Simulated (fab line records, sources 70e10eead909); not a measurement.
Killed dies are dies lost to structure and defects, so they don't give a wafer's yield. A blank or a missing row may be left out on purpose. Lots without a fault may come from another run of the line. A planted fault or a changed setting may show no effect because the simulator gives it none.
fab line records | flow nand_harc
record lots=5 wafers=15 last_day=29
route steps=1302 shown A_BONDPAD@1225 HYBRID_BOND@1237 THIN_TSV@1244
lots that met no fault: from a run of the same line without faults
start_h: hours from the record's first day to the start of the lot's first wafer shown | wait_h: hours since the lot's step before | " the same as in the row above | L1.1+2: a row that stands for several wafers | - no value, or no start given | * or withheld: withheld | < > ~ a bound
route shown NAME@n: a module of which the file shows steps, and the number in the route of the first | usual: mean/standard deviation of fault-free wafers | same: alike in all rows | chamber/n: place in a boat | sites: the reading at each site | _std_site: their standard deviation | _edge_site: outer sites' mean less inner sites' | radius_mm: how far each site lies from the wafer's centre | mask NAME#n: copy n | behind: the tool/chamber that last shaped the wafer | hold: why the lot was held/for how many hours/how that ended | device: the transistor (n, p or np) that didn't switch | end of line: the same wafers' tests at the end of the route | a step without rows: its recipe alone | killed: dies lost to structure and defects at the first sort, not the wafer's yield | map: a wafer's dies, x killed, . not, _ none there
set.NAME: the setting as run; set.NAME@STEP: as run at that earlier step | model.NAME: the simulator's own value behind a step, which no gauge read
lots at some steps of the route; a table a step, a row a wafer
services: from which hour (start_h, from the record's first day; less than 0 if before it) a tool's chamber was out of use, for how many hours, and why
## steps
# step NHARC_A_BONDPAD_DEGAS_25
# recipe temp_c=300 time_s=60
# usual heater_power_w=479/52
# columns lot.wafer tool chamber start_h wait_h heater_power_w
L076.4 pvd_sputter-02 - 551.61 - 455
L076.3 " - " " 447
L076.6 " - " " 411
L079.4 pvd_sputter-01 - 572.96 - 551
L079.3 " - " " 490
L079.6 " - " " 532
L080.4 pvd_sputter-02 - 588.82 - 427
L080.2 " - " " 459
L080.1 " - " " 457
L081.2 pvd_sputter-02 - 591.43 - 467
L081.4 " - " " 415
L081.5 " - " " 436
L086.1 pvd_sputter-03 - 659.91 - 416
L086.4 " - " " 414
L086.5 " - " " 436
# step NHARC_A_BONDPAD_PRE_CLEAN_26
# recipe time_s=30 temp_c=280 gas=H2/He
# usual heater_power_w=421/47
# columns lot.wafer tool chamber start_h wait_h heater_power_w
L076.4 pvd_sputter-02 - - - 387
L076.3 " - " " 385
L076.6 " - " " 357
L079.4 pvd_sputter-01 - - - 476
L079.3 " - " " 433
L079.6 " - " " 461
L080.2 pvd_sputter-02 - - - 384
L080.4 " - " " 390
L080.1 " - " " 366
L081.2 pvd_sputter-02 - - - 375
L081.4 " - " " 360
L081.5 " - " " 385
L086.4 pvd_sputter-03 - - - 361
L086.1 " - " " 414
L086.5 " - " " 362
# step NHARC_A_BONDPAD_PVD_17
# recipe target_thk_a=50 bias_v=168.6 power_w=15000 chamber_pressure_pa=0.12 time_s=8.06 substrate_temp_c=50 material=TaN
# usual throttle_valve_pct=30.1/1
# columns lot.wafer tool chamber start_h wait_h throttle_valve_pct
L076.3 pvd_sputter-02 - - - 30.8
L076.4 " - " " 30.3
L076.6 " - " " 30.5
L079.4 pvd_sputter-01 - - - 29.7
L079.3 " - " " 32.2
L079.6 " - " " 29.3
L080.2 pvd_sputter-02 - - - 30.5
L080.4 " - " " 30.7
L080.1 " - " " 30.6
L081.4 pvd_sputter-02 - - - 30.9
L081.2 " - " " 30.2
L081.5 " - " " 30.7
L086.1 pvd_sputter-03 - - - 30.6
L086.4 " - " " 28.1
L086.5 " - " " 28.1
# step NHARC_A_BONDPAD_PVD_27
# recipe target_thk_a=300 chamber_pressure_pa=5 power_w=5000 substrate_temp_c=30 time_s=20.49 material=Cu
# usual throttle_valve_pct=30.1/1
# columns lot.wafer tool chamber start_h wait_h throttle_valve_pct
L076.3 pvd_sputter-02 - - - 30.0
L076.4 " - " " 30.6
L076.6 " - " " 30.6
L079.3 pvd_sputter-01 - - - 29.3
L079.4 " - " " 30.5
L079.6 " - " " 30.0
L080.1 pvd_sputter-02 - - - 30.6
L080.2 " - " " 30.4
L080.4 " - " " 30.7
L081.4 pvd_sputter-02 - - - 30.6
L081.2 " - " " 30.1
L081.5 " - " " 30.6
L086.4 pvd_sputter-03 - - - 30.6
L086.1 " - " " 29.4
L086.5 " - " " 30.7
# step NHARC_A_BONDPAD_ECD_18
# recipe target_thk_a=4000 bath_temp_c=25 material=Cu
# columns lot.wafer tool chamber start_h wait_h
L076.4+3+6 ecd_cu-01 1,0,1 552.31 -
L079.3+4+6 ecd_cu-02 0,1,0 573.41 -
L080.1+2+4 ecd_cu-02 1,0,1 589.18 -
L081.2+4+5 ecd_cu-02 1,1,0 591.85 -
L086.1+4+5 ecd_cu-01 0,1,1 660.27 -
# step NHARC_A_BONDPAD_ANNEAL_28
# recipe temp_c=225 time_s=90
# usual wafer_temp_C_max=225.9/0.34
# columns lot.wafer tool chamber start_h wait_h wafer_temp_C_max
L076.3 rtp_anneal-02 0 552.68 - 226.7
L076.4 " 0 " " 226.8
L076.6 " 0 " " 226.3
L079.3 rtp_anneal-01 0 573.79 - 225.5
L079.4 " 0 " " 225.4
L079.6 " 0 " " 225.6
L080.1 rtp_anneal-02 0 589.55 - 226.5
L080.2 " 0 " " 226.1
L080.4 " 0 " " 227.1
L081.2 rtp_anneal-02 0 592.22 - 226.2
L081.4 " 0 " " 226.4
L081.5 " 0 " " 226.0
L086.1 rtp_anneal-02 0 660.65 0.3 226.6
L086.4 " 0 " " 225.7
L086.5 " 0 " " 226.2
# step NHARC_A_BONDPAD_CMP_19
# recipe t_overpolish_s=30 cu_recess_touch_s=16 target_thk_nm=169.82
# usual motor_current_A=12.3/1.3 overpolish_run_s=30.000/0.0092
# same cu_recess_touch_s=16
# columns lot.wafer tool chamber start_h wait_h motor_current_A overpolish_run_s
L076.4 cmp-04 2 552.93 - 11.3 29.999
L076.3 " 1 " " 11.2 29.995
L076.6 " 2 " " 11.1 30.010
L079.3 cmp-03 0 574.10 - 13.6 29.994
L079.4 " 1 " " 9.3 29.995
L079.6 " 3 " " 13.1 29.998
L080.1 cmp-04 0 589.90 - 12.3 30.015
L080.4 " 1 " " 11.4 30.000
L080.2 " 2 " " 11.5 29.992
L081.2 cmp-03 1 592.54 - 10.3 29.988
L081.4 " 3 " " 12.7 30.007
L081.5 " 1 " " 10.5 29.996
L086.1 cmp-03 2 661.03 - 11.9 30.000
L086.4 " 3 " " 12.7 29.992
L086.5 " 1 " " 9.0 29.997
# step NHARC_A_BONDPAD_THK_MEAS_20
# recipe thk_meas_gauge=xrf
# usual thk_nm=170.2/1.3
# columns lot.wafer tool chamber start_h wait_h thk_nm
L076.3 film_metro-02 - 553.25 - 170.4
L076.4 " - " " 170.5
L076.6 " - " " 167.9
L079.3 film_metro-01 - 574.37 - 171.9
L079.4 " - " " 170.1
L079.6 " - " " 168.9
L080.1 film_metro-02 - 590.22 - 169.2
L080.2 " - " " 173.4
L080.4 " - " " 171.1
L081.2 film_metro-02 - 592.83 - 171.1
L081.4 " - " " 171.7
L081.5 " - " " 172.5
L086.1 film_metro-02 - 661.32 - 170.7
L086.4 " - " " 169.6
L086.5 " - " " 168.9
# step NHARC_A_BONDPAD_SRD_21
# recipe time_s=30 temp_c=23 dry_time_s=20 spin_rpm=1500
# usual co2_resistivity_mohm_cm=0.1998/0.0021 temp_c=23.01/0.11
# columns lot.wafer tool chamber start_h wait_h co2_resistivity_mohm_cm temp_c
L076.3 wet_bench-08 5 553.29 0.0 0.2018 23.07
L076.4 " 7 " " 0.2007 22.89
L076.6 " 1 " " 0.1983 23.04
L079.3 wet_bench-08 3 574.41 0.0 0.1976 22.95
L079.6 " 4 " " 0.2009 22.88
L079.4 " 5 " " 0.2009 22.99
L080.4 wet_bench-10 3 590.26 0.0 0.1979 22.94
L080.2 " 5 " " 0.2002 22.97
L080.1 " 0 " " 0.1999 23.07
L081.2 wet_bench-08 6 592.88 0.0 0.1988 22.94
L081.5 " 0 " " 0.2008 23.15
L081.4 " 2 " " 0.2035 23.00
L086.4 wet_bench-08 1 661.36 0.0 0.2042 23.08
L086.1 " 3 " " 0.2024 23.17
L086.5 " 5 " " 0.1983 23.04
# step NHARC_A_BONDPAD_INSPECT_23
# usual raw_defect_count=557/120
# columns lot.wafer tool chamber start_h wait_h raw_defect_count
L076.3 defect_inspect-02 - 553.45 0.0 482
L076.4 " - " " 703
L076.6 " - " " 475
L079.3 defect_inspect-01 - 574.59 0.0 708
L079.4 " - " " 644
L079.6 " - " " 552
L080.1 defect_inspect-01 - 590.43 0.0 498
L080.2 " - " " 435
L080.4 " - " " 475
L081.2 defect_inspect-02 - 593.04 0.0 601
L081.4 " - " " 563
L081.5 " - " " 550
L086.1 defect_inspect-01 - 661.54 0.0 645
L086.4 " - " " 520
L086.5 " - " " 518
# step NHARC_HYBRID_BOND_ACTIVATE_00
# recipe time_s=60 n2_flow_sccm=200 ar_flow_sccm=0 bias_power_w=0 chemistry=N2
# usual drypump_motor_current_A=5.8/0.5 oes_product_au=0.999/0.0092 rf_vpp_V=64.0/0.91 showerhead_plenum_p_Torr=1.74/0.073
# columns lot.wafer tool chamber start_h wait_h drypump_motor_current_A oes_product_au rf_hours_counter_h rf_vpp_V showerhead_plenum_p_Torr
L076.3 rie_diel-03 3 553.57 0.1 5.9 1.018 30 63.7 1.79
L076.4 " 1 " " 4.7 0.990 31 62.9 1.63
L076.6 " 0 " " 5.5 0.994 - 63.8 1.68
L079.3 rie_diel-07 3 574.65 0.1 5.2 1.004 6 64.6 1.72
L079.4 " 0 " " 5.4 0.997 7 63.4 1.66
L079.6 " 0 " " 5.5 0.995 - 63.5 1.66
L080.4 rie_diel-03 0 590.49 0.1 5.4 0.993 39 63.9 1.68
L080.2 " 2 " " 5.8 0.985 22 63.7 1.77
L080.1 " 3 " " 5.8 1.011 37 65.3 1.79
L081.2 rie_diel-07 3 593.11 0.1 5.2 0.998 8 64.8 1.72
L081.4 " 0 " " 5.5 1.008 8 63.3 1.66
L081.5 " 2 " " 6.4 0.972 - 63.0 1.72
L086.4 rie_diel-03 2 661.60 0.1 5.8 0.980 3 62.9 1.77
L086.1 " 0 " " 5.4 0.999 4 63.6 1.67
L086.5 " 2 " " 5.8 0.976 - 64.7 1.77
# step NHARC_HYBRID_BOND_PRECLEAN_01
# recipe time_s=300 temp_c=23 chemistry=DIW
# usual temp_c=22.99/0.11
# columns lot.wafer tool chamber start_h wait_h temp_c
L076.6 wet_bench-10 7 553.74 0.1 23.13
L076.3 " 2 " " 23.20
L076.4 " 3 " " 22.90
L079.3 wet_bench-08 7 574.83 0.2 22.89
L079.4 " 0 " " 23.09
L079.6 " 1 " " 22.98
L080.1 wet_bench-08 4 590.64 0.1 23.13
L080.4 " 5 " " 23.13
L080.2 " 6 " " 23.01
L081.5 wet_bench-08 0 593.28 0.1 22.92
L081.2 " 1 " " 22.92
L081.4 " 2 " " 23.12
L086.4 wet_bench-08 2 661.76 0.1 23.04
L086.5 " 3 " " 22.85
L086.1 " 4 " " 23.06
# step NHARC_HYBRID_BOND_SRD_02
# recipe time_s=30 temp_c=23 dry_time_s=20 spin_rpm=1500
# usual co2_resistivity_mohm_cm=0.2000/0.0021 temp_c=22.99/0.1
# columns lot.wafer tool chamber start_h wait_h co2_resistivity_mohm_cm temp_c
L076.6 wet_bench-10 7 - - 0.1956 22.96
L076.3 " 2 " " 0.1994 23.16
L076.4 " 3 " " 0.1986 22.88
L079.3 wet_bench-08 7 - - 0.2001 23.12
L079.4 " 0 " " 0.2023 23.14
L079.6 " 1 " " 0.1981 22.99
L080.1 wet_bench-08 4 - - 0.2010 23.27
L080.4 " 5 " " 0.1979 23.00
L080.2 " 6 " " 0.2000 23.02
L081.5 wet_bench-08 0 - - 0.2011 22.96
L081.2 " 1 " " 0.1966 23.13
L081.4 " 2 " " 0.2016 22.81
L086.4 wet_bench-08 2 - - 0.2030 23.00
L086.5 " 3 " " 0.1961 22.86
L086.1 " 4 " " 0.1987 22.84
# step NHARC_HYBRID_BOND_BOND_03
# recipe temp_c=25
# columns lot.wafer tool chamber start_h wait_h
L076.3+4+6 wafer_bonder-01 0 554.27 -
L079.3+4+6 wafer_bonder-01 0 575.36 -
L080.1+2+4 wafer_bonder-01 0 590.90 -
L081.2+4+5 wafer_bonder-01 0 593.65 -
L086.1+4+5 wafer_bonder-01 0 662.01 -
# step NHARC_HYBRID_BOND_ANNEAL_04
# recipe temp_c=300 time_s=7200 ramp_up_c_per_min=5 ramp_down_c_per_min=3 idle_temp_c=100 pressure_atm=1
# usual zone_power_bottom_pct=4.38/0.28 zone_power_upper_pct=2.65/0.26
# columns lot.wafer tool chamber start_h wait_h zone_power_bottom_pct zone_power_upper_pct
L076.3 furnace-02 0 558.26 3.8 4.54 2.43
L076.4 " 0 " " 4.45 2.40
L076.6 " 0 " " 4.44 2.38
L079.3 furnace-03 0 584.38 8.9 4.59 2.69
L079.4 " 0 " " 4.54 2.71
L079.6 " 0 " " 4.52 2.66
L080.1 furnace-03 0 596.50 5.4 4.55 2.70
L080.2 " 0 " " 4.46 2.77
L080.4 " 0 " " 4.50 2.74
L081.2 furnace-03 0 596.50 2.7 4.56 2.74
L081.4 " 0 " " 4.54 2.73
L081.5 " 0 " " 4.51 2.69
L086.1 furnace-03 0 667.02 4.9 4.51 2.73
L086.4 " 0 " " 4.55 2.73
L086.5 " 0 " " 4.58 2.73
# step NHARC_HYBRID_BOND_OVL_MEAS_05
# usual overlay_x_nm=1/31 overlay_y_nm=2/32
# columns lot.wafer tool chamber start_h wait_h overlay_x_nm overlay_y_nm
L076.3 overlay-01 - 562.97 0.4 33 -53
L076.4 " - " " -12 19
L076.6 " - " " -41 -40
L079.3 overlay-01 - 589.19 0.4 -21 25
L079.4 " - " " 78 21
L079.6 " - " " -33 -8
L080.1 overlay-02 - 601.19 0.4 -32 -23
L080.2 " - " " 46 12
L080.4 " - " " -2 18
L081.2 overlay-01 - 601.19 0.4 14 14
L081.4 " - " " -52 -3
L081.5 " - " " -15 -37
L086.1 overlay-02 - 671.79 0.4 27 34
L086.4 " - " " -4 -17
L086.5 " - " " -80 -23
# step NHARC_HYBRID_BOND_INSPECT_06
# recipe inspect_instrument=ir_void
# usual raw_defect_count=84/37
# columns lot.wafer tool chamber start_h wait_h raw_defect_count
L076.3 defect_inspect-01 - 563.03 0.1 56
L076.4 " - " " 61
L076.6 " - " " 59
L079.3 defect_inspect-02 - 589.24 0.1 125
L079.4 " - " " 136
L079.6 " - " " 140
L080.1 defect_inspect-01 - 601.24 0.0 93
L080.2 " - " " 101
L080.4 " - " " 103
L081.2 defect_inspect-02 - 601.24 0.1 91
L081.4 " - " " 87
L081.5 " - " " 75
L086.1 defect_inspect-02 - 671.84 0.0 78
L086.4 " - " " 80
L086.5 " - " " 92
# step NHARC_THIN_TSV_GRIND_00
# recipe target_thk_um=6
# usual head_pressure_psi=3.998/0.0093 motor_current_A=11.997/0.021
# columns lot.wafer tool chamber start_h wait_h head_pressure_psi motor_current_A
L076.3 grinder-01 0 564.78 1.8 3.992 11.985
L076.4 " 0 " " 3.995 12.017
L076.6 " 0 " " 3.999 11.980
L079.3 grinder-01 0 590.98 1.7 4.001 12.013
L079.4 " 0 " " 3.988 11.944
L079.6 " 0 " " 3.986 11.996
L081.2 grinder-01 0 601.59 0.3 4.002 12.000
L081.4 " 0 " " 3.991 12.019
L081.5 " 0 " " 4.002 12.048
L080.1 grinder-01 0 602.60 1.4 3.993 12.033
L080.2 " 0 " " 3.995 11.996
L080.4 " 0 " " 3.997 12.004
L086.1 grinder-01 0 671.99 0.1 3.998 11.981
L086.4 " 0 " " 3.993 12.009
L086.5 " 0 " " 4.003 12.003
# step NHARC_THIN_TSV_CMP_01
# recipe target_thk_um=3
# usual motor_current_A=12.2/1.2
# columns lot.wafer tool chamber start_h wait_h motor_current_A
L076.4 cmp-03 0 565.61 0.4 12.9
L076.3 " 3 " " 12.7
L076.6 " 1 " " 9.4
L079.3 cmp-01 1 591.82 0.6 12.3
L079.4 " 3 " " 10.4
L079.6 " 1 " " 12.5
L081.4 cmp-02 0 602.63 0.4 13.6
L081.2 " 2 " " 13.0
L081.5 " 1 " " 12.6
L080.2 cmp-03 1 603.86 0.9 9.9
L080.1 " 2 " " 12.1
L080.4 " 3 " " 13.0
L086.4 cmp-01 2 673.22 0.4 11.6
L086.1 " 1 " " 12.2
L086.5 " 2 " " 12.4
# step NHARC_THIN_TSV_THK_MEAS_02
# recipe thk_meas_gauge=ir
# usual thk_nm=2967/220
# columns lot.wafer tool chamber start_h wait_h thk_nm
L076.3 film_metro-02 - 565.88 0.2 2690
L076.4 " - " " 2626
L076.6 " - " " 3005
L079.3 film_metro-01 - 592.08 - 2897
L079.4 " - " " 3129
L079.6 " - " " 2751
L081.2 film_metro-02 - 602.90 - 2617
L081.4 " - " " 3054
L081.5 " - " " 3076
L080.1 film_metro-02 - 604.10 - 3176
L080.2 " - " " 3391
L080.4 " - " " 3088
L086.1 film_metro-01 - 673.49 - 2721
L086.4 " - " " 2755
L086.5 " - " " 3072
# step NHARC_THIN_TSV_SRD_03
# columns lot.wafer tool chamber start_h wait_h
L076.6+4+3 wet_bench-10 3,5,7 565.92 0.0
L079.4+3+6 wet_bench-08 0,1,2 592.13 0.0
L081.5+2+4 wet_bench-08 5,6,7 602.94 0.0
L080.1+2+4 wet_bench-10 2,4,5 604.15 0.0
L086.4+1+5 wet_bench-10 0,3,4 673.53 0.0
# step NHARC_THIN_TSV_PRECLEAN_41
# recipe time_s=* temp_c=50 bath_age_min=0 chemistry=SC1
# usual h2o2_flow_mL_min=56.61/0.16 temp_c=50.01/0.1
# columns lot.wafer tool chamber start_h wait_h h2o2_flow_mL_min temp_c
L076.6 wet_bench-10 3 565.95 0.0 56.51 49.95
L076.4 " 5 " " 56.37 49.92
L076.3 " 7 " " 56.70 49.94
L079.4 wet_bench-08 0 592.15 0.0 56.81 50.02
L079.3 " 1 " " 56.52 49.97
L079.6 " 2 " " 56.52 50.02
L081.5 wet_bench-08 5 602.96 0.0 56.35 50.13
L081.2 " 6 " " 56.49 50.01
L081.4 " 7 " " 56.77 50.07
L080.1 wet_bench-10 2 604.17 0.0 56.96 49.80
L080.2 " 4 " " 56.87 49.97
L080.4 " 5 " " 56.71 50.00
L086.4 wet_bench-10 0 673.55 0.0 56.75 50.09
L086.1 " 3 " " 56.53 49.92
L086.5 " 4 " " 56.87 49.94
# step NHARC_THIN_TSV_SRD_42
# columns lot.wafer tool chamber start_h wait_h
L076.6+4+3 wet_bench-10 3,5,7 - -
L079.4+3+6 wet_bench-08 0,1,2 - -
L081.5+2+4 wet_bench-08 5,6,7 - -
L080.1+2+4 wet_bench-10 2,4,5 - -
L086.4+1+5 wet_bench-10 0,3,4 - -
# step NHARC_THIN_TSV_DEP_43
# recipe target_thk_a=13285 temp_c=withheld pressure_torr=6.5 rf_w=900 teos_flow_sccm=161.4 flow_sccm=2650 target_thk_nm=1328.5 gas=O2 material=SiO2
# usual throttle_valve_pct=15.7/0.49
# columns lot.wafer tool chamber start_h wait_h throttle_valve_pct
L076.3 pecvd-03 1 566.15 - 15.4
L076.4 " 1 " " 15.6
L076.6 " 2 " " 14.9
L079.3 pecvd-04 1 592.30 - 16.4
L079.6 " 1 " " 16.2
L079.4 " 0 " " 15.6
L081.2 pecvd-04 2 603.21 - 15.7
L081.5 " 1 " " 16.2
L081.4 " 2 " " 16.0
L080.1 pecvd-04 0 604.37 - 15.6
L080.2 " 1 " " 16.1
L080.4 " 2 " " 16.0
L086.1 pecvd-04 0 673.71 - 15.3
L086.4 " 0 " " 15.3
L086.5 " 2 " " 16.0
# step NHARC_THIN_TSV_DEHYDRATE_04
# recipe temp_c=150 time_s=120
# columns lot.wafer tool chamber start_h wait_h
L076.3+4+6 litho_track-02 0 566.50 -
L079.3+4+6 litho_track-03 0 592.70 -
L081.2+4+5 litho_track-03 0 603.52 -
L080.1+2+4 litho_track-05 0 604.73 -
L086.1+4+5 litho_track-05 0 674.11 -
# step NHARC_THIN_TSV_HMDS_05
# recipe time_s=30
# columns lot.wafer tool chamber start_h wait_h
L076.3+4+6 litho_track-02 0 - -
L079.3+4+6 litho_track-03 0 - -
L081.2+4+5 litho_track-03 0 - -
L080.1+2+4 litho_track-05 0 - -
L086.1+4+5 litho_track-05 0 - -
# step NHARC_THIN_TSV_COAT_06
# recipe spin_rpm=*
# columns lot.wafer tool chamber start_h wait_h
L076.3+4+6 litho_track-02 0 - -
L079.3+4+6 litho_track-03 0 - -
L081.2+4+5 litho_track-03 0 - -
L080.1+2+4 litho_track-05 0 - -
L086.1+4+5 litho_track-05 0 - -
# step NHARC_THIN_TSV_SOFTBAKE_07
# recipe temp_c=122 time_s=95
# columns lot.wafer tool chamber start_h wait_h
L076.3+4+6 litho_track-02 0 - -
L079.3+4+6 litho_track-03 0 - -
L081.2+4+5 litho_track-03 0 - -
L080.1+2+4 litho_track-05 0 - -
L086.1+4+5 litho_track-05 0 - -
# step NHARC_THIN_TSV_EBR_08
# columns lot.wafer tool chamber start_h wait_h
L076.3+4+6 litho_track-02 0 - -
L079.3+4+6 litho_track-03 0 - -
L081.2+4+5 litho_track-03 0 - -
L080.1+2+4 litho_track-05 0 - -
L086.1+4+5 litho_track-05 0 - -
# step NHARC_THIN_TSV_EXPOSE_09
# recipe na=0.55 dose_mj=30.7 mask_id=TSV
# columns lot.wafer tool chamber start_h wait_h mask
L076.3+4+6 krf_scanner-02 0 566.66 - TSV#0
L079.3+4+6 krf_scanner-01 0 592.86 - TSV#0
L081.2+4+5 krf_scanner-04 0 603.79 - TSV#0
L080.1+2+4 krf_scanner-04 0 604.88 - TSV#0
L086.1+4+5 krf_scanner-04 0 674.38 - TSV#0
# step NHARC_THIN_TSV_PEB_10
# recipe peb_temp_c=118 peb_time_s=85
# columns lot.wafer tool chamber start_h wait_h
L076.3+4+6 litho_track-02 0 566.71 0.1
L079.3+4+6 litho_track-05 0 592.91 0.1
L081.2+4+5 litho_track-02 0 603.86 0.1
L080.1+2+4 litho_track-05 0 604.94 0.1
L086.1+4+5 litho_track-02 0 674.45 0.1
# step NHARC_THIN_TSV_DEVELOP_11
# recipe time_s=70
# columns lot.wafer tool chamber start_h wait_h
L076.3+4+6 litho_track-02 0 - -
L079.3+4+6 litho_track-05 0 - -
L081.2+4+5 litho_track-02 0 - -
L080.1+2+4 litho_track-05 0 - -
L086.1+4+5 litho_track-02 0 - -
# step NHARC_THIN_TSV_CD_MEAS_12
# recipe target_cd_nm=1000 landing_energy_ev=500
# usual cd_nm=999.1/1.9
# columns lot.wafer tool chamber start_h wait_h cd_nm
L076.3 cd_sem-02 0 566.81 - 999.7
L076.4 " 0 " " 1001.1
L076.6 " 0 " " 997.7
L079.3 cd_sem-02 0 593.01 - 999.2
L079.4 " 0 " " 998.3
L079.6 " 0 " " 998.2
L081.2 cd_sem-01 0 603.95 - 1000.6
L081.4 " 0 " " 999.8
L081.5 " 0 " " 999.0
L080.1 cd_sem-01 0 605.03 - 998.8
L080.2 " 0 " " 994.2
L080.4 " 0 " " 996.7
L086.1 cd_sem-03 0 674.54 - 1000.1
L086.4 " 0 " " 1001.2
L086.5 " 0 " " 1000.6
## services
# columns tool chamber start_h hours kind
pvd_sputter-01 - 530.60 2.3 repair
pvd_sputter-03 - 531.37 10.0 pm
pvd_sputter-01 - 535.65 0.8 repair
pecvd-04 2 538.55 2.9 repair
ecd_cu-02 - 551.35 2.1 repair
wet_bench-08 - 557.08 2.7 repair
rie_diel-03 - 565.19 7.5 repair
litho_track-02 - 577.00 7.0 pm
pvd_sputter-01 - 582.00 10.0 pm
cmp-03 - 593.61 4.0 pm
ecd_cu-02 - 596.96 8.0 pm
pvd_sputter-01 - 606.46 3.1 repair
grinder-01 - 607.94 0.8 repair
litho_track-03 - 625.00 7.0 pm
pecvd-04 - 631.71 13.0 pm
rie_diel-03 - 635.48 9.0 pm
pvd_sputter-02 - 638.02 10.0 pm
wet_bench-08 - 646.40 8.0 pm
litho_track-05 - 649.00 7.0 pm
pvd_sputter-02 - 658.04 2.0 repair
pecvd-04 2 661.68 5.1 repair
wet_bench-10 - 663.20 8.0 pm
pvd_sputter-01 - 667.06 2.0 repair
rie_diel-03 0 671.03 6.0 repair
## key
fault none
